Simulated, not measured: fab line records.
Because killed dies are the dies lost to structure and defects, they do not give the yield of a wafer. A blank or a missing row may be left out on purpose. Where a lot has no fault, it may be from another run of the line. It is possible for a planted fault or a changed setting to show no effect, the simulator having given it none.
The tool behind it: which one?	flow n5_finfet	33 wafers from 12 lots sampled at 5 of the route's 1938 steps

WHAT EACH GAUGE READ, for each wafer
N5_BEOL_M13_OVL_MEAS_11. Usual: V12_OVL typically reads -1 nm, with standard deviation 5.
lot	measured	on	V12_OVL (nm)	flag
L494	day 11 17:37	overlay-01	2 1 0	
L498	day 12 06:07	overlay-02	0 3 7	
L499	day 12 06:37	overlay-02	0 -3 -1	
L502	day 13 06:19	overlay-01	4 1 6	
L503	day 13 14:48	overlay-02	-7 -6 -3	
L504	day 13 18:12	overlay-02	6 2 7	
L505	day 13 23:47	overlay-02	12 2 6	
L507	day 14 14:10	overlay-02	1 2 -2	
L509	day 15 03:50	overlay-01	-10 -8 -6	
L511	day 16 15:59	overlay-02	-11 -5	
L516	day 18 02:31	overlay-02	-5 3	
L517	day 18 03:01	overlay-01	-1 -5	

N5_BEOL_M13_INSPECT_30: inspects for defects (macro). Usual: raw_defect_count at 2.2, with a standard deviation of 1.5.
lot	measured	on	raw_defect_count	flag
L494	day 11 18:49	defect_inspect-01	2 2 2	
L498	day 12 07:13	defect_inspect-01	1 5 2	
L499	day 12 07:35	defect_inspect-02	3 3 5	
L502	day 13 07:25	defect_inspect-02	2 3 0	
L503	day 13 15:46	defect_inspect-02	0 1 0	
L504	day 13 19:19	defect_inspect-02	0 6 2	
L505	day 14 01:01	defect_inspect-01	0 0 3	
L507	day 14 15:16	defect_inspect-01	2 3 1	
L509	day 15 04:56	defect_inspect-01	2 1 1	
L511	day 16 17:05	defect_inspect-02	4 1	
L516	day 18 03:37	defect_inspect-02	2 1	
L517	day 18 03:59	defect_inspect-02	3 4	

N5_BEOL_M14_OVL_MEAS_11. Usual: V13_OVL typically reads 0 nm, with standard deviation 6.9.
lot	measured	on	V13_OVL (nm)	flag
L494	day 11 21:56	overlay-02	6 16 12	
L498	day 13 05:17	overlay-01	-4 -1 -1	
L499	day 13 04:14	overlay-02	1 -2 1	
L502	day 13 11:37	overlay-02	9 1 8	
L503	day 13 23:08	overlay-02	1 -6 0	
L504	day 14 00:04	overlay-02	-4 -5 -7	
L505	day 14 05:26	overlay-01	5 -3 8	
L507	day 14 19:33	overlay-01	-12 6 -2	
L509	day 15 08:34	overlay-01	-7 2 -7	
L511	day 16 22:55	overlay-02	2 3	
L516	day 18 13:01	overlay-02	7 7	
L517	day 18 13:28	overlay-02	-9 -4	

EACH LOT AND THE TOOL THAT RAN IT (in order: tool; ch and the chambers of the sampled wafers; start)
lot	N5_BEOL_M13_SPUTTER_43	N5_BEOL_M13_CMP_49
L494	pvd_sputter-02, day 11 20:11	cmp-04 ch 0,1,3, day 11 20:59
L498	pvd_sputter-02, day 13 03:02	cmp-02 ch 0,2, day 13 04:17
L499	pvd_sputter-03, day 13 02:21	cmp-02 ch 0,2,3, day 13 03:07
L502	pvd_sputter-03, day 13 09:44	cmp-01 ch 0,2,3, day 13 10:33
L503	pvd_sputter-02, day 13 20:44	cmp-01 ch 2,3, day 13 22:10
L504	pvd_sputter-02, day 13 21:52	cmp-01 ch 1,2, day 13 23:04
L505	pvd_sputter-02, day 14 03:41	cmp-02 ch 0,2,3, day 14 04:30
L507	pvd_sputter-02, day 14 16:53	cmp-01 ch 1,2,3, day 14 18:35
L509	pvd_sputter-02, day 15 06:49	cmp-01 ch 1,2,3, day 15 07:33
L511	pvd_sputter-01, day 16 21:09	cmp-02 ch 1,2, day 16 21:53
L516	pvd_sputter-02, day 18 11:10	cmp-02 ch 2,3, day 18 11:58
L517	pvd_sputter-03, day 18 11:14	cmp-01 ch 2,3, day 18 11:58
- N5_BEOL_M13_SPUTTER_43: material TaN, target thk 15 nm, time 24.19 s.
- N5_BEOL_M13_CMP_49: polishes, stops on SiOC, t overpolish 17.1 s, target thk 420 nm.

WHAT THE TOOLS THEMSELVES READ (means of the sampled wafers that have a number; where no wafer has one, the mark that the record gives instead)
N5_BEOL_M13_SPUTTER_43. Usual: throttle_valve_pct at 30.2 %, with a standard deviation of 1.2.
lot	tool	throttle_valve_pct (%)	flag
L494	pvd_sputter-02	29.4	
L498	pvd_sputter-02	29.3	
L499	pvd_sputter-03	30.3	
L502	pvd_sputter-03	30.5	
L503	pvd_sputter-02	29.0	
L504	pvd_sputter-02	29.3	
L505	pvd_sputter-02	29.1	
L507	pvd_sputter-02	28.9	
L509	pvd_sputter-02	29.3	
L511	pvd_sputter-01	31.3	
L516	pvd_sputter-02	29.0	
L517	pvd_sputter-03	29.9	

N5_BEOL_M13_CMP_49. Usual: barrier_field_endpoint_s 30.5 s, standard deviation 0.78; clearing_platen_down_force_psi 1.500 psi, standard deviation 0.0032; motor_current_A 6.0 A, standard deviation 0.55; platen_rpm 50.00 rpm, standard deviation 0.036; slurry_filter_dp_kPa 13.49 kPa, standard deviation 0.13.
lot	tool	barrier_field_endpoint_s (s)	clearing_platen_down_force_psi (psi)	motor_current_A (A)	platen_rpm (rpm)	slurry_filter_dp_kPa (kPa)	flag
L494	cmp-04	30.3	1.498	6.3	50.00	13.43	
L498	cmp-02	31.6	1.500	6.3	49.98	13.43	
L499	cmp-02	31.1	1.499	6.2	49.99	13.45	
L502	cmp-01	31.3	1.500	5.6	49.99	13.38	
L503	cmp-01	30.3	1.497	6.0	50.04	13.55	
L504	cmp-01	30.5	1.499	5.7	50.00	13.55	
L505	cmp-02	30.2	1.498	6.2	49.96	13.57	
L507	cmp-01	35.5	1.500	5.7	49.99	13.49	OFF
L509	cmp-01	34.6	1.497	5.8	50.01	13.41	OFF
L511	cmp-02	30.2	1.499	5.5	49.95	13.46	
L516	cmp-02	30.1	1.500	6.0	50.02	13.52	
L517	cmp-01	30.6	1.501	5.8	49.99	13.50	

THE ANSWER, worked out from the rows above alone
Rule: take the mean of a lot's wafers that have a number; if it is more than 3 standard deviations from the usual mean, the lot is off. A lot without any number at a reading at which 4 lots or more have one is off too. The other lots that the step has rows for count as sound. The gauges are gone through in route order, then the tools' own readings, and for those a lot's mean is taken as printed above. At the first step where some lot is off, the reading lying furthest off is the one used; lots without a number count as furthest.
Off: L507, L509, at N5_BEOL_M13_CMP_49 (barrier_field_endpoint_s).
If a tool, at that step or one of the process steps before it, ran each lot that is off and ran no sound lot following the first of them, it fits. No candidate that was tried fits.

WHAT THE SIMULATOR HAD INSERTED
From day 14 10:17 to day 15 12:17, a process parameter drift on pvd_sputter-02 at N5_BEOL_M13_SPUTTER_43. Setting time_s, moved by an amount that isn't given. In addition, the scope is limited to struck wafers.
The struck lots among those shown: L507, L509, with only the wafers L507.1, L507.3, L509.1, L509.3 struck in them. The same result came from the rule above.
